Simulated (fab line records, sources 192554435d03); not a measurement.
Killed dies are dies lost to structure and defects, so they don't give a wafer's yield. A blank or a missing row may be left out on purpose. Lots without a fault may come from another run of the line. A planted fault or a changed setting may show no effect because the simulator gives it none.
Chamber matching | flow n5_finfet | N5_BEOL_M2_ETCH_63 on rie_diel-04: 4 sister chambers
The step etches SiARC in CF4, target depth 15.6 nm, time 26 s. 7 wafers are shown with their chamber, then 8 later ones without.

WAFERS WITH THEIR CHAMBER
wafer  | chamber | throttle_valve_pct (%) | showerhead_plenum_p_Torr (Torr)
L082.3 | 3       | 15.31                  | 2.11
L083.2 | 2       | 16.00                  | 2.19
L083.5 | 0       | 15.23                  | 2.09
L085.1 | 2       | 15.99                  | 2.19
L085.2 | 0       | 15.24                  | 2.09
L085.6 | 1       | 16.02                  | 2.20
L087.1 | 1       | 16.03                  | 2.19

WAFERS WITHOUT THEIR CHAMBER
wafer  | throttle_valve_pct (%) | showerhead_plenum_p_Torr (Torr)
L087.2 | 15.26                  | 2.09
L087.3 | 15.32                  | 2.10
L089.1 | 15.29                  | 2.09
L089.2 | 16.05                  | 2.19
L089.5 | 15.25                  | 2.09
L094.2 | 15.47                  | 2.19
L094.3 | 15.37                  | 2.10
L094.5 | 15.29                  | 2.08

WHICH CHAMBER EACH WENT THROUGH
wafer  | from the rows above     | in truth
L087.2 | 0                       | 0
L087.3 | 3                       | 3
L089.1 | 3                       | 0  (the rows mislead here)
L089.2 | 1                       | 1
L089.5 | 0                       | 0
L094.2 | 3                       | 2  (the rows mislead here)
L094.3 | 3                       | 3
L094.5 | can't be placed: 3 or 0 | 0
Placed correctly: 5 of 8. Can't be placed from these rows: 1 (the true chamber is among the candidates in 1). Placed wrongly: 2.
How it was worked out, from the rows above alone: a wafer's distance from a chamber is the root of the sum, over the readings, of the square of ((its reading less the chamber's mean) divided by the reading's scatter). The wafer belongs to the nearest chamber; if the next one is less than 2 further off, it can't be placed. A chamber's mean is the mean of its shown wafers. The scatter: the root of (the sum of the squares of (reading less its chamber's mean) over the shown wafers, divided by (wafers less chambers)).
